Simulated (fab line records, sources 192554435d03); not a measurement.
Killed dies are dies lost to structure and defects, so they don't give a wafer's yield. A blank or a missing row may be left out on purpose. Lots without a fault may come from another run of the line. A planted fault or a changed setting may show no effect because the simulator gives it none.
fab line records | flow n5_finfet
record lots=5 wafers=15 last_day=16
route steps=1938 shown BEOL_M2@906
lots that met no fault: from a run of the same line without faults
start_h: hours from the record's first day to the start of the lot's first wafer shown | wait_h: hours since the lot's step before | " the same as in the row above | L1.1+2: a row that stands for several wafers | - no value, or no start given | * or withheld: withheld | < > ~ a bound
route shown NAME@n: a module of which the file shows steps, and the number in the route of the first | usual: mean/standard deviation of fault-free wafers | same: alike in all rows | chamber/n: place in a boat | sites: the reading at each site | _std_site: their standard deviation | _edge_site: outer sites' mean less inner sites' | radius_mm: how far each site lies from the wafer's centre | mask NAME#n: copy n | behind: the tool/chamber that last shaped the wafer | hold: why the lot was held/for how many hours/how that ended | device: the transistor (n, p or np) that didn't switch | end of line: the same wafers' tests at the end of the route | a step without rows: its recipe alone | killed: dies lost to structure and defects at the first sort, not the wafer's yield | map: a wafer's dies, x killed, . not, _ none there
set.NAME: the setting as run; set.NAME@STEP: as run at that earlier step | model.NAME: the simulator's own value behind a step, which no gauge read
lots at some steps of the route; a table a step, a row a wafer
services: from which hour (start_h, from the record's first day; less than 0 if before it) a tool's chamber was out of use, for how many hours, and why
## steps
# step N5_BEOL_M2_SPUTTER_79
# recipe material=Cu target_thk_a=45 temp_c=-20 chamber_pressure_pa=0.07 power_w=withheld time_s=8.29
# usual chuck_gas_flow_sccm=1.26/0.047 chuck_sensor_temp_C=-15.7/0.49 susceptor_temp_C=-20.01/0.09 throttle_valve_pct=30.3/1.1
# columns lot.wafer tool chamber start_h wait_h chuck_gas_flow_sccm chuck_sensor_temp_C susceptor_temp_C throttle_valve_pct
L077.2 pvd_sputter-02 - 154.22 0.1 1.22 -15.4 -20.01 30.4
L077.3 " - " " 1.28 -16.6 -20.06 29.0
L077.5 " - " " 1.22 -16.5 -20.01 28.8
L079.1 pvd_sputter-01 - 170.32 0.1 1.24 -16.0 -19.98 33.1
L079.2 " - " " 1.24 -15.6 -19.83 30.3
L079.5 " - " " 1.31 -15.2 -19.99 30.7
L085.1 pvd_sputter-03 - 212.70 0.1 1.22 -14.6 -19.99 30.4
L085.3 " - " " 1.22 -15.8 -20.11 29.7
L085.6 " - " " 1.27 -15.8 -20.25 29.8
L088.2 pvd_sputter-02 - 232.67 0.1 1.27 -15.3 -19.87 30.5
L088.3 " - " " 1.34 -15.8 -19.99 29.2
L088.6 " - " " 1.24 -15.2 -19.90 30.2
L092.1 pvd_sputter-01 - 252.39 0.1 1.28 -15.2 -20.08 30.7
L092.3 " - " " 1.20 -15.2 -20.07 30.6
L092.6 " - " " 1.25 -15.2 -20.12 30.6
# step N5_BEOL_M2_ANNEAL_80
# recipe temp_c=400 time_s=240 ambient=vacuum
# usual heater_power_w=842/87 susceptor_temp_C=399.99/0.21 susceptor_temp_C_max=400.9/0.31
# columns lot.wafer tool chamber start_h wait_h heater_power_w susceptor_temp_C susceptor_temp_C_max
L077.2 pvd_sputter-02 - 154.30 0.0 983 399.83 400.8
L077.3 " - " " 730 400.35 402.0
L077.5 " - " " 740 399.96 401.0
L079.1 pvd_sputter-01 - 170.40 0.0 836 399.77 400.6
L079.2 " - " " 960 400.03 400.6
L079.5 " - " " 815 399.67 400.5
L085.1 pvd_sputter-03 - 212.78 0.0 742 399.89 401.0
L085.3 " - " " 768 399.97 401.3
L085.6 " - " " 760 399.88 400.9
L088.2 pvd_sputter-02 - 232.75 0.0 958 400.06 401.6
L088.3 " - " " 766 399.83 400.7
L088.6 " - " " 931 400.14 401.1
L092.1 pvd_sputter-01 - 252.47 0.0 809 400.00 400.6
L092.3 " - " " 987 400.30 401.2
L092.6 " - " " 829 400.02 400.6
# step N5_BEOL_M2_SPUTTER_81
# recipe material=Cu target_thk_a=45 temp_c=-20 chamber_pressure_pa=0.07 power_w=withheld time_s=8.29
# usual chuck_gas_flow_sccm=1.27/0.051 chuck_sensor_temp_C=-15.7/0.5 susceptor_temp_C=-20.02/0.1 throttle_valve_pct=30.4/1.1
# columns lot.wafer tool chamber start_h wait_h chuck_gas_flow_sccm chuck_sensor_temp_C susceptor_temp_C throttle_valve_pct
L077.2 pvd_sputter-02 - 154.44 0.1 1.30 -15.1 -20.07 30.2
L077.3 " - " " 1.28 -16.3 -20.02 28.7
L077.5 " - " " 1.22 -16.6 -20.15 29.0
L079.1 pvd_sputter-01 - 170.54 0.1 1.22 -16.0 -19.89 33.1
L079.2 " - " " 1.35 -15.8 -20.09 30.3
L079.5 " - " " 1.22 -15.3 -20.05 30.8
L085.1 pvd_sputter-03 - 212.92 0.1 1.27 -14.7 -20.14 30.1
L085.3 " - " " 1.30 -16.0 -19.76 29.7
L085.6 " - " " 1.29 -15.7 -19.95 29.6
L088.2 pvd_sputter-02 - 232.89 0.1 1.32 -15.1 -20.00 30.3
L088.3 " - " " 1.31 -15.9 -19.95 29.4
L088.6 " - " " 1.23 -15.1 -19.95 30.6
L092.1 pvd_sputter-01 - 252.61 0.1 1.42 -15.2 -20.15 30.9
L092.3 " - " " 1.30 -15.2 -19.96 30.3
L092.6 " - " " 1.24 -15.2 -19.97 30.7
# step N5_BEOL_M2_ANNEAL_82
# recipe temp_c=400 time_s=240 ambient=vacuum
# usual heater_power_w=842/89 susceptor_temp_C=400.02/0.23 susceptor_temp_C_max=400.9/0.35
# columns lot.wafer tool chamber start_h wait_h heater_power_w susceptor_temp_C susceptor_temp_C_max
L077.2 pvd_sputter-02 - 154.52 0.0 961 400.05 401.0
L077.3 " - " " 719 400.19 401.6
L077.5 " - " " 718 400.31 401.4
L079.1 pvd_sputter-01 - 170.62 0.0 842 400.02 401.1
L079.2 " - " " 958 399.76 400.4
L079.5 " - " " 815 399.95 400.8
L085.1 pvd_sputter-03 - 213.00 0.0 729 400.16 400.9
L085.3 " - " " 754 400.45 401.4
L085.6 " - " " 751 400.12 401.4
L088.2 pvd_sputter-02 - 232.97 0.0 940 399.68 400.7
L088.3 " - " " 793 399.91 400.8
L088.6 " - " " 980 400.05 401.2
L092.1 pvd_sputter-01 - 252.69 0.0 815 400.18 400.9
L092.3 " - " " 995 399.91 401.0
L092.6 " - " " 804 399.74 400.3
# step N5_BEOL_M2_SPUTTER_86
# recipe material=Cu target_thk_a=45 temp_c=-20 chamber_pressure_pa=0.07 power_w=withheld time_s=8.29
# usual chuck_gas_flow_sccm=1.26/0.051 chuck_sensor_temp_C=-15.7/0.5 susceptor_temp_C=-20.00/0.1 throttle_valve_pct=30.3/1.1
# columns lot.wafer tool chamber start_h wait_h chuck_gas_flow_sccm chuck_sensor_temp_C susceptor_temp_C throttle_valve_pct
L077.2 pvd_sputter-02 - 154.66 0.1 1.29 -15.4 -20.18 30.4
L077.3 " - " " 1.23 -16.8 -19.90 28.9
L077.5 " - " " 1.27 -16.3 -19.78 28.8
L079.1 pvd_sputter-01 - 170.76 0.1 1.23 -16.1 -19.97 33.3
L079.2 " - " " 1.24 -15.9 -19.98 30.3
L079.5 " - " " 1.29 -15.1 -19.96 30.6
L085.1 pvd_sputter-03 - 213.14 0.1 1.30 -14.8 -19.97 30.3
L085.3 " - " " 1.25 -15.8 -20.09 29.7
L085.6 " - " " 1.30 -15.8 -20.18 29.7
L088.2 pvd_sputter-02 - 233.11 0.1 1.32 -15.2 -19.81 30.3
L088.3 " - " " 1.24 -15.7 -20.09 29.2
L088.6 " - " " 1.23 -15.3 -19.94 30.2
L092.1 pvd_sputter-01 - 252.83 0.1 1.21 -15.1 -19.99 30.6
L092.3 " - " " 1.32 -15.2 -20.12 30.6
L092.6 " - " " 1.29 -15.1 -20.01 30.7
# step N5_BEOL_M2_ANNEAL_87
# recipe temp_c=400 time_s=240 ambient=vacuum
# usual heater_power_w=841/87 susceptor_temp_C=400.02/0.2 susceptor_temp_C_max=400.89/0.27
# columns lot.wafer tool chamber start_h wait_h heater_power_w susceptor_temp_C susceptor_temp_C_max
L077.2 pvd_sputter-02 - 154.74 0.0 948 400.08 401.12
L077.3 " - " " 722 399.70 400.76
L077.5 " - " " 706 399.75 400.93
L079.1 pvd_sputter-01 - 170.84 0.0 798 400.01 400.82
L079.2 " - " " 930 399.99 400.62
L079.5 " - " " 813 400.39 401.17
L085.1 pvd_sputter-03 - 213.22 0.0 740 399.88 400.98
L085.3 " - " " 760 400.11 401.47
L085.6 " - " " 728 400.36 401.42
L088.2 pvd_sputter-02 - 233.19 0.0 933 399.94 401.12
L088.3 " - " " 782 399.88 400.48
L088.6 " - " " 945 400.19 401.03
L092.1 pvd_sputter-01 - 252.91 0.0 828 400.16 400.73
L092.3 " - " " 990 399.67 400.55
L092.6 " - " " 818 400.12 400.99
# step N5_BEOL_M2_SPUTTER_88
# recipe material=Cu target_thk_a=45 temp_c=-20 chamber_pressure_pa=0.07 power_w=withheld time_s=8.29
# usual chuck_gas_flow_sccm=1.27/0.051 chuck_sensor_temp_C=-15.7/0.51 susceptor_temp_C=-20.01/0.1 throttle_valve_pct=30.3/1.1
# columns lot.wafer tool chamber start_h wait_h chuck_gas_flow_sccm chuck_sensor_temp_C susceptor_temp_C throttle_valve_pct
L077.2 pvd_sputter-02 - 154.88 0.1 1.23 -15.2 -19.93 30.2
L077.3 " - " " 1.29 -16.7 -20.06 29.0
L077.5 " - " " 1.36 -16.5 -19.99 28.7
L079.1 pvd_sputter-01 - 170.98 0.1 1.23 -16.2 -19.93 33.3
L079.2 " - " " 1.27 -15.8 -20.05 30.3
L079.5 " - " " 1.34 -15.1 -19.97 30.8
L085.1 pvd_sputter-03 - 213.36 0.1 1.25 -14.7 -20.14 30.2
L085.3 " - " " 1.35 -15.8 -20.15 30.2
L085.6 " - " " 1.25 -16.0 -20.14 29.7
L088.2 pvd_sputter-02 - 233.33 0.1 1.17 -14.9 -19.95 30.6
L088.3 " - " " 1.30 -15.9 -19.96 29.1
L088.6 " - " " 1.26 -15.3 -20.00 30.3
L092.1 pvd_sputter-01 - 253.05 0.1 1.32 -15.4 -20.10 30.5
L092.3 " - " " 1.30 -15.2 -19.92 30.7
L092.6 " - " " 1.27 -15.2 -20.02 30.6
# step N5_BEOL_M2_ANNEAL_89
# recipe temp_c=400 time_s=240 ambient=vacuum
# usual heater_power_w=841/88 susceptor_temp_C=400.02/0.23 susceptor_temp_C_max=400.9/0.31
# columns lot.wafer tool chamber start_h wait_h heater_power_w susceptor_temp_C susceptor_temp_C_max
L077.2 pvd_sputter-02 - 154.96 0.0 947 400.10 401.2
L077.3 " - " " 716 399.63 400.9
L077.5 " - " " 725 399.86 400.9
L079.1 pvd_sputter-01 - 171.06 0.0 828 399.66 400.7
L079.2 " - " " 964 399.99 400.6
L079.5 " - " " 805 400.04 400.8
L085.1 pvd_sputter-03 - 213.44 0.0 722 400.05 400.9
L085.3 " - " " 753 399.89 401.2
L085.6 " - " " 749 399.91 400.7
L088.2 pvd_sputter-02 - 233.41 0.0 957 399.87 400.7
L088.3 " - " " 774 399.97 400.7
L088.6 " - " " 946 399.93 401.3
L092.1 pvd_sputter-01 - 253.13 0.0 808 400.39 401.0
L092.3 " - " " 992 400.19 401.2
L092.6 " - " " 782 399.74 400.5
# step N5_BEOL_M2_SPUTTER_90
# recipe material=Cu target_thk_a=45 temp_c=-20 chamber_pressure_pa=0.07 power_w=withheld time_s=8.29
# usual chuck_gas_flow_sccm=1.26/0.054 chuck_sensor_temp_C=-15.7/0.5 susceptor_temp_C=-19.99/0.095 throttle_valve_pct=30.3/1.1
# columns lot.wafer tool chamber start_h wait_h chuck_gas_flow_sccm chuck_sensor_temp_C susceptor_temp_C throttle_valve_pct
L077.2 pvd_sputter-02 - 155.10 0.1 1.14 -15.4 -19.99 30.2
L077.3 " - " " 1.14 -16.5 -20.07 29.0
L077.5 " - " " 1.31 -16.5 -19.98 28.9
L079.1 pvd_sputter-01 - 171.20 0.1 1.22 -16.2 -20.00 33.3
L079.2 " - " " 1.35 -15.9 -19.83 30.3
L079.5 " - " " 1.30 -15.2 -19.90 30.4
L085.1 pvd_sputter-03 - 213.58 0.1 1.30 -14.8 -20.02 30.3
L085.3 " - " " 1.34 -15.7 -20.04 29.6
L085.6 " - " " 1.25 -15.7 -20.10 29.8
L088.2 pvd_sputter-02 - 233.55 0.1 1.15 -14.9 -20.05 30.2
L088.3 " - " " 1.33 -15.8 -19.96 29.2
L088.6 " - " " 1.25 -15.1 -20.07 30.4
L092.1 pvd_sputter-01 - 253.27 0.1 1.21 -15.1 -20.00 30.9
L092.3 " - " " 1.20 -15.3 -19.88 30.6
L092.6 " - " " 1.23 -15.1 -19.97 30.5
# step N5_BEOL_M2_ANNEAL_91
# recipe temp_c=400 time_s=240 ambient=vacuum
# usual heater_power_w=842/87 susceptor_temp_C=399.98/0.2 susceptor_temp_C_max=400.9/0.31
# columns lot.wafer tool chamber start_h wait_h heater_power_w susceptor_temp_C susceptor_temp_C_max
L077.2 pvd_sputter-02 - 155.18 0.0 938 400.16 401.2
L077.3 " - " " 716 400.04 401.2
L077.5 " - " " 729 400.10 401.3
L079.1 pvd_sputter-01 - 171.28 0.0 827 399.57 400.2
L079.2 " - " " 951 399.64 400.1
L079.5 " - " " 813 400.07 400.6
L085.1 pvd_sputter-03 - 213.66 0.0 736 400.19 401.1
L085.3 " - " " 757 399.81 401.0
L085.6 " - " " 767 399.87 401.0
L088.2 pvd_sputter-02 - 233.63 0.0 932 400.00 401.3
L088.3 " - " " 782 400.19 400.9
L088.6 " - " " 940 400.06 401.1
L092.1 pvd_sputter-01 - 253.35 0.0 838 400.19 400.7
L092.3 " - " " 1015 399.88 401.1
L092.6 " - " " 832 400.09 400.8
# step N5_BEOL_M2_SPUTTER_92
# recipe material=Cu target_thk_a=45 temp_c=-20 chamber_pressure_pa=0.07 power_w=withheld time_s=8.29
# usual chuck_gas_flow_sccm=1.27/0.057 chuck_sensor_temp_C=-15.7/0.5 susceptor_temp_C=-19.99/0.1 throttle_valve_pct=30.3/1.1
# columns lot.wafer tool chamber start_h wait_h chuck_gas_flow_sccm chuck_sensor_temp_C susceptor_temp_C throttle_valve_pct
L077.2 pvd_sputter-02 - 155.32 0.1 1.25 -15.2 -20.16 30.4
L077.3 " - " " 1.32 -16.6 -20.03 28.8
L077.5 " - " " 1.26 -16.6 -19.96 28.9
L079.1 pvd_sputter-01 - 171.42 0.1 1.24 -16.1 -20.02 33.0
L079.2 " - " " 1.34 -15.8 -20.07 30.2
L079.5 " - " " 1.26 -15.3 -19.91 31.0
L085.1 pvd_sputter-03 - 213.80 0.1 1.26 -14.7 -20.09 30.3
L085.3 " - " " 1.27 -15.8 -20.06 29.4
L085.6 " - " " 1.31 -15.8 -19.87 29.8
L088.2 pvd_sputter-02 - 233.77 0.1 1.33 -15.2 -20.09 30.1
L088.3 " - " " 1.26 -15.8 -20.14 29.2
L088.6 " - " " 1.30 -15.2 -20.05 30.4
L092.1 pvd_sputter-01 - 253.49 0.1 1.22 -15.3 -20.04 30.9
L092.3 " - " " 1.22 -15.3 -20.07 30.5
L092.6 " - " " 1.36 -15.2 -20.05 30.7
# step N5_BEOL_M2_ANNEAL_93
# recipe temp_c=400 time_s=240 ambient=vacuum
# usual heater_power_w=841/90 susceptor_temp_C=400.00/0.22 susceptor_temp_C_max=400.9/0.31
# columns lot.wafer tool chamber start_h wait_h heater_power_w susceptor_temp_C susceptor_temp_C_max
L077.2 pvd_sputter-02 - 155.40 0.0 947 400.29 401.5
L077.3 " - " " 708 399.62 401.0
L077.5 " - " " 713 399.65 400.6
L079.1 pvd_sputter-01 - 171.50 0.0 804 400.05 401.3
L079.2 " - " " 954 399.99 400.8
L079.5 " - " " 821 400.18 400.9
L085.1 pvd_sputter-03 - 213.88 0.0 725 400.04 401.3
L085.3 " - " " 754 400.09 401.3
L085.6 " - " " 762 400.23 401.1
L088.2 pvd_sputter-02 - 233.85 0.0 929 400.07 400.9
L088.3 " - " " 772 400.36 401.1
L088.6 " - " " 947 399.90 401.0
L092.1 pvd_sputter-01 - 253.57 0.0 814 400.11 400.7
L092.3 " - " " 1013 400.38 401.6
L092.6 " - " " 812 400.25 401.0
# step N5_BEOL_M2_SPUTTER_94
# recipe material=Cu target_thk_a=45 temp_c=-20 chamber_pressure_pa=0.07 power_w=withheld time_s=8.29
# usual chuck_gas_flow_sccm=1.27/0.06 chuck_sensor_temp_C=-15.7/0.5 susceptor_temp_C=-19.99/0.1 throttle_valve_pct=30.3/1.1
# columns lot.wafer tool chamber start_h wait_h chuck_gas_flow_sccm chuck_sensor_temp_C susceptor_temp_C throttle_valve_pct
L077.2 pvd_sputter-02 - 155.54 0.1 1.22 -15.1 -19.91 30.3
L077.3 " - " " 1.25 -16.4 -20.00 28.7
L077.5 " - " " 1.26 -16.3 -20.09 29.2
L079.1 pvd_sputter-01 - 171.64 0.1 1.18 -15.9 -19.85 33.0
L079.2 " - " " 1.24 -15.9 -19.95 30.4
L079.5 " - " " 1.31 -15.3 -20.09 30.7
L085.1 pvd_sputter-03 - 214.02 0.1 1.35 -14.8 -20.07 30.2
L085.3 " - " " 1.33 -15.8 -19.93 29.7
L085.6 " - " " 1.32 -15.8 -20.06 29.8
L088.2 pvd_sputter-02 - 233.99 0.1 1.33 -15.2 -19.97 30.1
L088.3 " - " " 1.26 -15.6 -19.98 29.3
L088.6 " - " " 1.28 -15.1 -19.97 30.1
L092.1 pvd_sputter-01 - 253.71 0.1 1.29 -15.2 -19.92 30.9
L092.3 " - " " 1.25 -15.3 -20.13 30.5
L092.6 " - " " 1.29 -15.1 -19.87 30.8
# step N5_BEOL_M2_ANNEAL_95
# recipe temp_c=400 time_s=240 ambient=vacuum
# usual heater_power_w=840/88 susceptor_temp_C=400.02/0.22 susceptor_temp_C_max=400.9/0.33
# columns lot.wafer tool chamber start_h wait_h heater_power_w susceptor_temp_C susceptor_temp_C_max
L077.2 pvd_sputter-02 - 155.62 0.0 937 399.82 401.4
L077.3 " - " " 723 399.83 401.3
L077.5 " - " " 723 399.78 401.1
L079.1 pvd_sputter-01 - 171.72 0.0 800 400.10 400.8
L079.2 " - " " 944 399.98 400.6
L079.5 " - " " 813 400.20 400.7
L085.1 pvd_sputter-03 - 214.10 0.0 716 400.07 401.1
L085.3 " - " " 745 400.08 401.2
L085.6 " - " " 754 400.06 401.3
L088.2 pvd_sputter-02 - 234.07 0.0 944 399.55 400.4
L088.3 " - " " 780 399.97 400.9
L088.6 " - " " 926 400.10 401.1
L092.1 pvd_sputter-01 - 253.79 0.0 784 399.99 400.8
L092.3 " - " " 1008 399.54 400.4
L092.6 " - " " 834 399.81 400.4
# step N5_BEOL_M2_SPUTTER_96
# recipe material=Cu target_thk_a=45 temp_c=-20 chamber_pressure_pa=0.07 power_w=withheld time_s=8.29
# usual chuck_gas_flow_sccm=1.27/0.055 chuck_sensor_temp_C=-15.7/0.51 susceptor_temp_C=-19.99/0.11 throttle_valve_pct=30.3/1.1
# columns lot.wafer tool chamber start_h wait_h chuck_gas_flow_sccm chuck_sensor_temp_C susceptor_temp_C throttle_valve_pct
L077.2 pvd_sputter-02 - 155.76 0.1 1.25 -15.3 -20.00 30.1
L077.3 " - " " 1.32 -16.5 -19.88 28.8
L077.5 " - " " 1.22 -16.5 -19.97 28.8
L079.1 pvd_sputter-01 - 171.86 0.1 1.22 -16.1 -20.08 33.2
L079.2 " - " " 1.28 -15.8 -19.94 30.2
L079.5 " - " " 1.28 -15.1 -19.85 30.8
L085.1 pvd_sputter-03 - 214.24 0.1 1.21 -14.4 -20.20 30.3
L085.3 " - " " 1.35 -15.8 -19.88 29.7
L085.6 " - " " 1.36 -15.9 -20.01 29.8
L088.2 pvd_sputter-02 - 234.21 0.1 1.19 -15.2 -19.86 30.4
L088.3 " - " " 1.33 -15.8 -19.97 29.5
L088.6 " - " " 1.28 -15.0 -19.85 30.6
L092.1 pvd_sputter-01 - 253.93 0.1 1.30 -15.1 -19.96 30.9
L092.3 " - " " 1.32 -15.5 -20.03 30.4
L092.6 " - " " 1.34 -15.2 -20.18 30.8
# step N5_BEOL_M2_ECD_50
# recipe material=Cu target_thk_a=3000
# columns lot.wafer tool chamber start_h wait_h
L077.2+3+5 ecd_cu-01 1,1,0 155.88 0.1
L079.1+2+5 ecd_cu-01 1,0,0 171.97 0.1
L085.1+3+6 ecd_cu-01 1,1,0 214.36 0.1
L088.2+3+6 ecd_cu-02 1,0,0 234.33 0.1
L092.1+3+6 ecd_cu-01 0,0,1 254.05 0.1
# step N5_BEOL_M2_ANNEAL_51
# recipe temp_c=225 time_s=90 ambient=N2
# usual wafer_temp_C_max=226.7/0.33
# columns lot.wafer tool chamber start_h wait_h wafer_temp_C_max
L077.2 rtp_anneal-02 0 158.19 2.3 226.7
L077.3 " 0 " " 226.6
L077.5 " 0 " " 226.6
L079.1 rtp_anneal-01 0 172.05 0.1 226.9
L079.2 " 0 " " 226.6
L079.5 " 0 " " 226.5
L085.1 rtp_anneal-02 0 214.43 0.1 226.6
L085.3 " 0 " " 226.4
L085.6 " 0 " " 227.7
L088.2 rtp_anneal-02 0 234.45 0.1 226.8
L088.3 " 0 " " 226.4
L088.6 " 0 " " 226.7
L092.1 rtp_anneal-01 0 254.13 0.1 226.7
L092.3 " 0 " " 227.2
L092.6 " 0 " " 227.3
# step N5_BEOL_M2_CMP_52
# recipe stop_on=SiOC t_overpolish_s=6.8 down_force_psi=1 platen_rpm=50 clearing_platen_down_force_psi=1.5 clearing_platen_rpm=50 post_cmp_clean=cu_alkaline target_thk_nm=40 clearing_platen_pad_velocity_m_s=0.99484 pad_velocity_m_s=0.99484
# usual barrier_field_endpoint_s=24.5/0.71 motor_current_A=5.8/0.74 overpolish_run_s=6.799/0.0088 slurry_filter_dp_kPa=13.51/0.13 time_to_endpoint_s=61/3.9
# columns lot.wafer tool chamber start_h wait_h barrier_field_endpoint_s motor_current_A overpolish_run_s slurry_filter_dp_kPa time_to_endpoint_s
L077.3 cmp-03 0 158.53 0.3 23.9 5.5 6.784 13.44 61
L077.2 " 1 " " 24.9 6.1 6.807 13.62 65
L077.5 " 3 " " 24.9 4.7 6.796 13.62 65
L079.2 cmp-03 1 172.43 0.3 24.0 5.8 6.793 13.53 62
L079.1 " 2 " " 24.2 6.0 6.791 13.62 61
L079.5 " 0 " " 23.9 5.6 6.791 13.48 61
L085.1 cmp-04 1 214.73 0.3 23.9 6.8 6.789 13.29 61
L085.3 " 3 " " 24.7 5.7 6.802 13.61 63
L085.6 " 2 " " 25.0 7.0 6.798 13.48 61
L088.3 cmp-03 0 234.78 0.2 23.7 5.3 6.793 13.60 54
L088.2 " 1 " " 24.6 6.5 6.793 13.58 57
L088.6 " 2 " " 24.9 5.9 6.803 13.54 57
L092.1 cmp-04 1 254.46 0.3 24.1 6.7 6.796 13.61 62
L092.3 " 3 " " 26.0 5.6 6.796 13.52 66
L092.6 " 0 " " 24.1 5.0 6.803 13.62 61
# step N5_BEOL_M2_THK_MEAS_53
# recipe thk_meas_gauge=xrf reads=Cu_of_BEOL_M2_ECD_50
# usual M2_THK=40.2/1.5
# columns lot.wafer tool chamber start_h wait_h M2_THK[nm]
L077.2 film_metro-02 - 158.75 - 40.8
L077.3 " - " " 39.6
L077.5 " - " " 38.8
L079.1 film_metro-02 - 172.65 - 38.9
L079.2 " - " " 41.8
L079.5 " - " " 39.2
L085.1 film_metro-01 - 215.03 - 38.1
L085.3 " - " " 41.9
L085.6 " - " " 40.8
L088.2 film_metro-01 - 235.00 - 41.8
L088.3 " - " " 39.6
L088.6 " - " " 39.2
L092.1 film_metro-01 - 254.72 - 39.3
L092.3 " - " " 42.1
L092.6 " - " " 42.3
# step N5_BEOL_M2_PRE_CLEAN_60
# recipe gas=NH3/H2 time_s=15 temp_c=* rf_power_w=300
# usual heater_power_w=83/26 rf_fwd_power_W=297.3/1.2 susceptor_temp_C=*
# columns lot.wafer tool chamber start_h wait_h heater_power_w rf_fwd_power_W susceptor_temp_C
L077.2 cvd_co-01 0 158.79 0.0 142 297.4 *
L077.3 " 2 " " 77 296.8 *
L077.5 " 1 " " 70 296.7 *
L079.1 cvd_co-02 1 173.04 0.4 67 294.3 *
L079.2 " 0 " " 100 297.3 *
L079.5 " 2 " " 58 297.2 *
L085.1 cvd_co-01 2 215.06 0.0 75 296.3 *
L085.3 " 0 " " 141 299.3 *
L085.6 " 0 " " 145 299.2 *
L088.2 cvd_co-01 2 235.04 0.0 73 297.2 *
L088.3 " 1 " " 71 300.4 *
L088.6 " 1 " " 73 297.6 *
L092.1 cvd_co-01 0 254.76 0.0 146 298.7 *
L092.3 " 1 " " 69 298.9 *
L092.6 " 1 " " 71 297.5 *
# step N5_BEOL_M2_CO_CAP_55
# recipe material=Co target_thk_a=20 temp_c=200 precursor=CCTBA/H2 pressure_torr=30 time_s=102.1
# usual heater_power_w=234/33 susceptor_temp_C=199.98/0.17
# columns lot.wafer tool chamber start_h wait_h heater_power_w susceptor_temp_C
L077.2 cvd_co-01 0 158.83 0.0 303 200.23
L077.3 " 2 " " 223 199.72
L077.5 " 1 " " 219 200.18
L079.1 cvd_co-02 1 173.08 0.0 217 200.11
L079.2 " 0 " " 253 199.93
L079.5 " 2 " " 198 200.00
L085.1 cvd_co-01 2 215.10 0.0 225 200.11
L085.3 " 0 " " 310 199.84
L085.6 " 0 " " 308 199.67
L088.2 cvd_co-01 2 235.08 0.0 225 200.18
L088.3 " 1 " " 214 199.87
L088.6 " 1 " " 222 199.84
L092.1 cvd_co-01 0 254.80 0.0 315 200.01
L092.3 " 1 " " 218 199.95
L092.6 " 1 " " 212 200.34
# step N5_BEOL_M2_PRE_CLEAN_56
# recipe gas=NH3 time_s=15 temp_c=withheld rf_power_w=300
# usual rf_fwd_power_W=293.9/1.3
# columns lot.wafer tool chamber start_h wait_h rf_fwd_power_W
L077.2 pecvd-01 0 158.92 0.1 290.6
L077.3 " 2 " " 294.3
L077.5 " 0 " " 290.3
L079.1 pecvd-02 1 173.17 0.1 293.3
L079.2 " 0 " " 292.1
L079.5 " 1 " " 294.4
L085.1 pecvd-03 2 215.19 0.1 295.1
L085.3 " 1 " " 294.7
L085.6 " 1 " " 294.9
L088.2 pecvd-01 0 235.17 0.1 293.1
L088.3 " 1 " " 293.6
L088.6 " 2 " " 293.6
L092.1 pecvd-01 2 254.89 0.1 295.1
L092.3 " 0 " " 293.6
L092.6 " 2 " " 294.2
# step N5_BEOL_M2_DEP_57
# recipe material=SiCN target_thk_a=80 temp_c=withheld precursor=3MS/NH3 pressure_torr=3 rf_w=202 time_s=14
# usual rf_fwd_power_W=199.1/0.87 showerhead_plenum_p_Torr=3.658/0.015 throttle_valve_pct=8.9/0.49
# columns lot.wafer tool chamber start_h wait_h rf_fwd_power_W showerhead_plenum_p_Torr throttle_valve_pct
L077.2 pecvd-01 0 158.94 0.0 197.5 3.662 9.6
L077.3 " 2 " " 199.1 3.644 8.1
L077.5 " 0 " " 197.1 3.664 9.7
L079.1 pecvd-02 1 173.21 0.0 199.3 3.652 8.9
L079.2 " 0 " " 198.4 3.642 9.0
L079.5 " 1 " " 199.4 3.668 9.0
L085.1 pecvd-03 2 215.22 0.0 199.7 3.670 7.7
L085.3 " 1 " " 199.5 3.676 8.9
L085.6 " 1 " " 199.9 3.668 9.0
L088.2 pecvd-01 0 235.19 0.0 196.7 3.656 9.6
L088.3 " 1 " " 199.3 3.678 8.7
L088.6 " 2 " " 199.9 3.637 8.2
L092.1 pecvd-01 2 254.91 0.0 198.7 3.640 8.4
L092.3 " 0 " " 198.8 3.670 9.9
L092.6 " 2 " " 199.2 3.633 8.2
# step N5_BEOL_M2_RS_MEAS_58
# recipe thk_meas_gauge=four-point-probe reads=Co_of_BEOL_M2_CO_CAP_55+Cu_of_BEOL_M2_ECD_50+Co_of_BEOL_M2_CVD_47+TaN_of_BEOL_M2_ALD_84
# usual M2_RS=0.66/0.032
# columns lot.wafer tool chamber start_h wait_h M2_RS[ohm/sq]
L077.2 film_metro-01 - 159.01 0.1 0.65
L077.3 " - " " 0.67
L077.5 " - " " 0.69
L079.1 film_metro-01 - 173.30 0.1 0.68
L079.2 " - " " 0.62
L079.5 " - " " 0.68
L085.1 film_metro-02 - 215.29 0.0 0.71
L085.3 " - " " 0.63
L085.6 " - " " 0.65
L088.2 film_metro-01 - 235.26 0.1 0.63
L088.3 " - " " 0.67
L088.6 " - " " 0.68
L092.1 film_metro-01 - 254.98 0.0 0.68
L092.3 " - " " 0.63
L092.6 " - " " 0.62
# step N5_BEOL_M2_INSPECT_59
# recipe inspect_instrument=darkfield mode=post_dep
# usual raw_defect_count=77/28
# columns lot.wafer tool chamber start_h wait_h raw_defect_count
L077.2 defect_inspect-01 - 159.04 0.0 65
L077.3 " - " " 31
L077.5 " - " " 44
L079.1 defect_inspect-02 - 173.32 0.0 144
L079.2 " - " " 108
L079.5 " - " " 111
L085.1 defect_inspect-02 - 215.31 0.0 58
L085.3 " - " " 85
L085.6 " - " " 56
L088.2 defect_inspect-01 - 235.29 0.0 54
L088.3 " - " " 85
L088.6 " - " " 86
L092.1 defect_inspect-02 - 255.00 0.0 147
L092.3 " - " " 79
L092.6 " - " " 187
## services
# columns tool chamber start_h hours kind
pecvd-01 0 130.62 5.5 scheduled_down
pvd_sputter-03 - 136.53 4.5 repair
pecvd-02 - 146.03 14.6 pm
cmp-03 - 154.68 3.6 repair
rtp_anneal-02 - 159.76 6.4 pm
cmp-04 - 160.39 5.2 repair
cvd_co-01 - 168.74 6.0 pm
pecvd-02 2 170.10 5.5 scheduled_down
ecd_cu-01 - 170.37 1.0 repair
pecvd-01 1 171.12 15.5 repair
cmp-04 - 186.80 5.9 pm
pecvd-03 - 191.07 6.0 pm
cmp-03 - 198.60 4.6 pm
pecvd-01 - 202.24 14.6 pm
ecd_cu-02 - 202.90 2.2 repair
cmp-03 - 204.47 0.6 repair
cmp-03 - 218.22 5.1 pm
cvd_co-01 - 222.89 3.0 repair
cmp-03 - 224.05 0.2 repair
pecvd-01 - 229.03 2.8 pm
pecvd-03 - 237.63 2.8 pm
pecvd-03 - 242.42 0.2 repair
cmp-03 - 247.08 1.8 repair
pecvd-01 - 249.04 1.0 repair
## key
fault none
